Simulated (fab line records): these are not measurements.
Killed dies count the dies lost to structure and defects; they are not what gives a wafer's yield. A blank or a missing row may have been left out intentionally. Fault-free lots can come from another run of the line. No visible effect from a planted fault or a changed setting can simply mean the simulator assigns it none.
Lot-split experiment ; flow n5 finfet ; on a route of 1938 steps: 7 lots, 39 wafers read

== ON THE SPLIT ==
At N5_BEOL_M10_CVD_75 (deposits Co from CCTBA/H2, target thk 2 nm, time 138.9 s), the setting target thk a was moved away from the recipe's 20 angstrom on 18 of the 39 wafers read, by -43.9% to +50.9%. The other wafers ran this setting at the recipe's value.

The reading is taken at the split's own step.

== THE READING ==
Co_of_BEOL_M10_CVD_75.thk nm (the simulator's own value, which no gauge read), in nm, at N5_BEOL_M10_CVD_75 (deposits Co from CCTBA/H2, target thk 2 nm, time 138.9 s). There is no usual value for it anywhere in the file. Across the 21 wafers here that went through the recipe, the average is 2.1 nm and the standard deviation 0.12 nm.

wafer;tool, chamber at the split;target thk a as run, angstrom;against the recipe;Co_of_BEOL_M10_CVD_75.thk nm, nm;against lot-mates on the recipe
L079.1;cvd co-01, 0,2,0;20;recipe;2;-
L079.2;cvd co-01, 0,2,0;20;recipe;2;-
L079.6;cvd co-01, 0,2,0;20;recipe;2;-
L079.3;cvd co-01, 1,2;25.23;+26.2%;2.4;+0.4
L079.4;cvd co-01, 1,2;25.23;+26.2%;2.4;+0.4
L079.5;cvd co-01, 1;25.23;+26.2%;2.6;+0.6
L081.1;cvd co-02, 2,1,2;20;recipe;2.2;-
L081.3;cvd co-02, 2,1,2;20;recipe;2.2;-
L081.6;cvd co-02, 2,1,2;20;recipe;2.2;-
L081.2;cvd co-02, 0,1,0;27.23;+36.1%;2.8;+0.6
L081.4;cvd co-02, 0,1,0;27.23;+36.1%;2.8;+0.6
L081.5;cvd co-02, 0,1,0;27.23;+36.1%;2.8;+0.6
L080.1;cvd co-02, 0,1,2;11.23;-43.9%;1.2;-0.8
L080.5;cvd co-02, 0,1,2;11.23;-43.9%;1.2;-0.8
L080.6;cvd co-02, 0,1,2;11.23;-43.9%;1.2;-0.8
L080.2;cvd co-02, 1,2,0;20;recipe;2;-
L080.3;cvd co-02, 1,2,0;20;recipe;2;-
L080.4;cvd co-02, 1,2,0;20;recipe;2;-
L086.1;cvd co-02, 0,2;24.61;+23.0%;2.4;+0.5
L086.3;cvd co-02, 0,2;24.61;+23.0%;2.4;+0.5
L086.2;cvd co-02, 1;20;recipe;1.8;-
L086.4;cvd co-02, 0,1;20;recipe;2;-
L086.6;cvd co-02, 0,1;20;recipe;2;-
L086.5;cvd co-02, 2;24.61;+23.0%;2.6;+0.7
L091.1;cvd co-02, 1,2,1;20;recipe;2.2;-
L091.3;cvd co-02, 1,2,1;20;recipe;2.2;-
L091.6;cvd co-02, 1,2,1;20;recipe;2.2;-
L091.2;cvd co-02, 0,0,2;24.91;+24.6%;2.6;+0.4
L091.4;cvd co-02, 0,0,2;24.91;+24.6%;2.6;+0.4
L091.5;cvd co-02, 0,0,2;24.91;+24.6%;2.6;+0.4
L093.1;cvd co-01, 0,2;20;recipe;2.2;-
L093.6;cvd co-01, 0,2;20;recipe;2.2;-
L093.5;cvd co-01, 0;20;recipe;2;-
L096.1;cvd co-02, 0,2;30.18;+50.9%;3;+0.9
L096.4;cvd co-02, 0,2;30.18;+50.9%;3;+0.9
L096.2;cvd co-02, 2,1;20;recipe;2;-
L096.6;cvd co-02, 2,1;20;recipe;2;-
L096.3;cvd co-02, 1;20;recipe;2.2;-
L096.5;cvd co-02, 0;30.18;+50.9%;3.2;+1.1
Where a row lists several chambers, the file gives one row for several wafers and doesn't say which wafer went through which chamber.

FIT RESULTS
A straight line over all 39 wafers: Co_of_BEOL_M10_CVD_75.thk nm changes by +0.0194 nm for each +1% of target thk a; r = +0.97; the points scatter about the line by 0.11 nm.
The same after taking each lot's own level away (the mean of its wafers on the recipe; 39 wafers): +0.0186 nm for each +1%; r = +0.98; scatter 0.079 nm.
The reading moves by 0.94 nm for the largest change in target thk a, on that fit.
The lots' own levels span 1.93 to 2.20 nm, that is 2.3 times the standard deviation above.
Hence the lot-to-lot level has little effect on the slope; both slopes agree.
Check: with one of the wafers moved furthest among these (+50.9%) left out of the fit, the line predicts +0.948 nm for it against its lot-mates. Against them it came out at +0.933 nm.

== THE OTHER SPLITS THESE WAFERS WENT THROUGH ==
These wafers also went through other splits before the reading. Each is held against what the fit with the lots' levels taken away leaves over:
other split on the same wafers;wafers away from the commonest value;r with Co_of_BEOL_M10_CVD_75.thk nm (lot level and that fit taken away)
N5_BEOL_M8_TRENCH_ETCH_37 target depth a;18;+0.26

== FILE'S OWN FIT ==
Co_of_BEOL_M10_CVD_75.thk nm changes by +0.0186 nm for each +1% of target thk a, r = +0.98.
